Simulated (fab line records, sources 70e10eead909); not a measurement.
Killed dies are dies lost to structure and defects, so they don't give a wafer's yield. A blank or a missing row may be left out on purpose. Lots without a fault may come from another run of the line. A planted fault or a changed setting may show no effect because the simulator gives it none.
A struck lot beside a sound one | flow nand_harc | 19 steps out of a route of 1159
Sound: wafers L597.4, L597.5, L597.6. Struck: wafers L603.1, L603.3, L603.5. The cause comes at the end.
At each step with rows: each side's tool, then ch and its chambers, then its first start. Under that, the readings that differ: sound wafers | struck wafers | difference of the means | sigmas: that difference in standard deviations of wafers without a fault.
alike: readings whose means differ by less than 2 such deviations, and words and numbers that are the same on both sides. not compared: withheld readings, readings that some wafer has no value for, bounds like >300 that may hide the same value, and numbers for which the record gives no deviation and whose values overlap.
The two part at a step that has a row with sigmas, a row that says differs or no value, or rows on one side only. Numbers that don't overlap but have no deviation are shown without sigmas and don't part them. A reading that every wafer of one side lacks parts them only if that side has two wafers or more.

NHARC_A_M1_PRE_CLEAN_32: time 12 s.
  sound on pecvd-04 ch 0,1,2, day 18 04:40; struck on pecvd-04 ch 0,2, day 20 17:53
  alike: heater_power_w
NHARC_A_M1_DEP_33: deposits SiCN, target thk 30 nm.
  sound on pecvd-04 ch 0,1,2, day 18 04:50; struck on pecvd-04 ch 0,2, day 20 17:58
  alike: heater_power_w
NHARC_A_BONDPAD_DEP_00: deposits SiCN, target thk 250 nm.
  sound on pecvd-01 ch 0,1,2, day 18 05:25; struck on pecvd-01 ch 0,1, day 20 18:44
  alike: heater_power_w
NHARC_A_BONDPAD_CMP_29: polishes SiCN, target thk 200 nm.
  sound on cmp-01 ch 0,3, day 18 05:43; struck on cmp-04 ch 1,3, day 20 19:06
  alike: motor_current_A, slurry_flow_ml_min
NHARC_A_BONDPAD_THK_MEAS_30: measures by ellipsometry.
  sound on film_metro-01, day 18 05:56; struck on film_metro-01, day 20 19:20
  alike: thk_nm
then, 7 steps without rows for these wafers: NHARC_A_BONDPAD_SRD_31; NHARC_A_BONDPAD_DEHYDRATE_01 (time 120 s); NHARC_A_BONDPAD_HMDS_02 (time 30 s); NHARC_A_BONDPAD_COAT_33 (time 65 s); NHARC_A_BONDPAD_COAT_03 (resist thk 600 nm); NHARC_A_BONDPAD_SOFTBAKE_04 (time 70 s); NHARC_A_BONDPAD_EBR_05.
NHARC_A_BONDPAD_EXPOSE_06: exposes mask A BPAD.
  sound on krf_scanner-01 ch 0, day 18 06:23; struck on krf_scanner-01 ch 0, day 20 19:46
  reading                           | sound             | struck            | difference | sigmas
  model.A_BONDPAD.overlay_x_nm (nm) | 3.786 3.786 3.786 | 25.36 25.36 25.36 | +21.57     |
  alike: mask, stage_vel_mm_s
then, 2 steps without rows for these wafers: NHARC_A_BONDPAD_PEB_07 (peb time 80 s); NHARC_A_BONDPAD_DEVELOP_08 (time 50 s).
NHARC_A_BONDPAD_CD_MEAS_09: target cd 500 nm.
  sound on cd_sem-01 ch 0, day 18 06:31; struck on cd_sem-01 ch 0, day 20 19:55
  alike: cd_nm
NHARC_A_BONDPAD_OVL_MEAS_35:
  sound on overlay-02, day 18 06:36; struck on overlay-02, day 20 20:00
  reading           | sound | struck   | difference | sigmas
  overlay_x_nm (nm) | 4 4 4 | 25 25 26 | +21        | +4
  alike: overlay_y_nm
then, 1 step without rows for these wafers: NHARC_A_BONDPAD_HARDBAKE_10 (time 65 s).
NHARC_END_SORT_01:
  the record has rows for the struck wafers here (prober-02 ch 0, day 22 12:26) and none for the sound ones

WHERE THEY PART
First at NHARC_A_BONDPAD_OVL_MEAS_35; last, within this record, at NHARC_END_SORT_01.

WHY: what the simulator had put in
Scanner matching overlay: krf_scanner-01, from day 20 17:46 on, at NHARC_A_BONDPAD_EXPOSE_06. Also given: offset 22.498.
